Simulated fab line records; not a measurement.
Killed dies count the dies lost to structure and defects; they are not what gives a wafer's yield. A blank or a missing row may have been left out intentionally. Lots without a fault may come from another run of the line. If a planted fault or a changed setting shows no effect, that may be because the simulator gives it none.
Which tool did it? || flow nand harc || 45 wafers sampled from 15 lots at 1 step of a route of 1302

WHAT EACH GAUGE READ, for each wafer
NHARC_P_BONDPAD_OVL_MEAS_38.
{"lot": "L836", "measured": "day 7 00:49", "on": "overlay-02", "overlay x nm (nm)": "4 3 4", "overlay y nm (nm)": "3 3 3"}
{"lot": "L837", "measured": "day 7 10:14", "on": "overlay-01", "overlay x nm (nm)": "3 2 3", "overlay y nm (nm)": "5 4 5"}
{"lot": "L840", "measured": "day 8 12:14", "on": "overlay-01", "overlay x nm (nm)": "4 4 4", "overlay y nm (nm)": "-9 -9 -9"}
{"lot": "L839", "measured": "day 8 13:01", "on": "overlay-01", "overlay x nm (nm)": "7 7 7", "overlay y nm (nm)": "3 3 2"}
{"lot": "L841", "measured": "day 9 10:55", "on": "overlay-02", "overlay x nm (nm)": "5 5 5", "overlay y nm (nm)": "-9 -9 -9"}
{"lot": "L842", "measured": "day 9 17:57", "on": "overlay-01", "overlay x nm (nm)": "-1 -1 -1", "overlay y nm (nm)": "-4 -4 -4"}
{"lot": "L848", "measured": "day 12 02:19", "on": "overlay-02", "overlay x nm (nm)": "3 4 3", "overlay y nm (nm)": "-5 -5 -5"}
{"lot": "L849", "measured": "day 12 12:56", "on": "overlay-02", "overlay x nm (nm)": "-3 -3 -3", "overlay y nm (nm)": "-3 -4 -4"}
{"lot": "L850", "measured": "day 12 15:05", "on": "overlay-02", "overlay x nm (nm)": "3 4 4", "overlay y nm (nm)": "3 4 3"}
{"lot": "L851", "measured": "day 13 04:56", "on": "overlay-02", "overlay x nm (nm)": "6 6 6", "overlay y nm (nm)": "8 8 8"}
{"lot": "L852", "measured": "day 13 17:30", "on": "overlay-02", "overlay x nm (nm)": "5 5 6", "overlay y nm (nm)": "7 7 7"}
{"lot": "L853", "measured": "day 14 08:52", "on": "overlay-02", "overlay x nm (nm)": "-4 -3 -3", "overlay y nm (nm)": "-7 -7 -7"}
{"lot": "L857", "measured": "day 15 11:52", "on": "overlay-02", "overlay x nm (nm)": "-6 -7 -6", "overlay y nm (nm)": "4 4 4"}
{"lot": "L856", "measured": "day 15 13:07", "on": "overlay-02", "overlay x nm (nm)": "1 1 2", "overlay y nm (nm)": "-7 -6 -7"}
{"lot": "L858", "measured": "day 16 00:49", "on": "overlay-01", "overlay x nm (nm)": "-2 -3 -2", "overlay y nm (nm)": "-7 -7 -7"}

TOOL THAT RAN EACH LOT (tool first, then ch and the chambers of the sampled wafers, then the start)
Record: no process step prior to these readings.

WHAT THE TOOLS THEMSELVES READ (means of the sampled wafers that have a number; where no wafer has one, the mark that the record gives instead)
The record holds no such reading with a usual standard deviation.

THE ANSWER, worked out from the rows above alone
Rule: usual is defined by the lots themselves. The widest of any qualifying gaps counts: lots, ordered by their means at a reading, are off when they make up no more than a third of the lots, leave a main group of 4 or more, and stand apart from it by 3 or more times the standard deviation of that group's means. The tables above print the reading to a certain number of digits; a main group whose means all agree to those digits is not used. Also off: a lot with no number at a reading for which 4 or more lots have one. All remaining lots with rows at the step are treated as sound. After the gauges, taken in route order, come the tools' own readings; for these a lot's mean is taken, as printed above. At the first step where some lot is off, the reading lying furthest off is the one used; lots without a number count as furthest.
None of the lots is off at any reading shown; this tells nothing.

WHAT WAS PUT IN BY THE SIMULATOR
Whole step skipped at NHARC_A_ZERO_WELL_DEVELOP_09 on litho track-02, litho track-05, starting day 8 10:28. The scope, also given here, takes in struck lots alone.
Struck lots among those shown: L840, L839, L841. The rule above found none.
